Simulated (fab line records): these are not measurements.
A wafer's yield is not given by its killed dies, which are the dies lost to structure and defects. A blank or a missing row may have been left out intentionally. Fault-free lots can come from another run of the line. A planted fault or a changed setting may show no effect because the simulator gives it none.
Comparing a struck lot with a sound one / flow nand-harc / 18 out of 1159 route steps
Sound: wafers L127.1, L127.3, L127.4. Struck: wafers L120.4, L120.5, L120.6. Last of all comes the cause.
Each step with rows lists, per side, the tool, then ch with its chambers, then its first start. Under that, the readings that differ: sound wafers / struck wafers / difference of the means / sigmas: that difference in standard deviations of wafers without a fault.
alike: same words and numbers on both sides, and readings whose means sit less than 2 such deviations apart. not compared: any withheld reading, any reading some wafer has no value for, any bound like >300 that may hide the same value, and any number with overlapping values for which the record gives no deviation.
A row with sigmas, a row that says differs or no value, or rows on one side alone: a step with any of these is where the two part. Non-overlapping numbers with no deviation appear without sigmas and do not part them. Lack of a reading on every wafer of one side parts them only where that side has two or more wafers.

NHARC_P_GATE_CD_MEAS_46 targets a cd of 720 nm.
  sound on cd-sem-02 ch 0, day 9 06:29; struck on cd-sem-01 ch 0, day 7 17:06
  alike: cd-nm
then, 1 step without rows for these wafers: NHARC_P_GATE_HARDBAKE_47 (time 80 s).
NHARC_P_GATE_DESCUM_48: chemistry O2, time 3 s.
  sound on rie-diel-07 ch 0,2,3, day 9 06:38; struck on rie-diel-07 ch 0,1,3, day 7 17:17
  alike: drypump-motor-current-A, mfc-ar-sccm, oes-product-au, rf-vpp-V, showerhead-plenum-p-Torr, throttle-valve-pct
  not compared: rf-hours-counter-h
then, 1 step without rows for these wafers: NHARC_P_GATE_IMPLANT_49.
NHARC_P_GATE_STRIP_111: strips in N2/H2, time 250 s.
  sound on plasma-asher-01 ch 0,1, day 9 07:04; struck on plasma-asher-01 ch 0,1, day 7 17:44
  alike: drypump-motor-current-A, heater-power-w
  not compared: rf-hours-counter-h
NHARC_P_GATE_STRIP_75: strips in O2.
  sound on plasma-asher-01 ch 0,1, day 9 07:19; struck on plasma-asher-01 ch 0,1, day 7 17:57
  alike: drypump-motor-current-A, heater-power-w
  not compared: rf-hours-counter-h
then, 6 steps without rows for these wafers: NHARC_P_GATE_STRIP_50 (strips in SPM, time 900 s); NHARC_P_GATE_DEHYDRATE_51 (time 120 s); NHARC_P_GATE_HMDS_52 (time 30 s); NHARC_P_GATE_COAT_53; NHARC_P_GATE_SOFTBAKE_54 (time 95 s); NHARC_P_GATE_EBR_55.
NHARC_P_GATE_EXPOSE_56: exposes mask P PSD, target cd 720 nm.
  sound on krf-scanner-01 ch 0, day 9 07:57; struck on krf-scanner-03 ch 0, day 7 18:43
  alike: mask
then, 2 steps without rows for these wafers: NHARC_P_GATE_PEB_57 (peb time 85 s); NHARC_P_GATE_DEVELOP_58 (time 70 s).
NHARC_P_GATE_CD_MEAS_59 targets a cd of 720 nm.
  sound on cd-sem-02 ch 0, day 9 08:07; struck on cd-sem-01 ch 0, day 7 18:52
reading=cd-nm (nm); sound=720.9 723.0 718.5; struck=766.4 798.2 778.2; difference=+60.1; sigmas=+32
then, 1 step without rows for these wafers: NHARC_P_GATE_HARDBAKE_60 (time 80 s).
-- the record jumps here: 14 days lie between the struck wafers' starts before and after (it left off in module P_GATE and takes up again in module END, whose first step shown is number 1159 of the route) --
NHARC_END_SORT_01:
  at this point the record logs the struck wafers (prober-01 ch 0, day 21 16:12) and has no rows for the sound ones

== WHERE THEY PART ==
Last at NHARC_END_SORT_01 as far as this record goes, first at NHARC_P_GATE_CD_MEAS_59.

WHY: whatever the simulator had introduced
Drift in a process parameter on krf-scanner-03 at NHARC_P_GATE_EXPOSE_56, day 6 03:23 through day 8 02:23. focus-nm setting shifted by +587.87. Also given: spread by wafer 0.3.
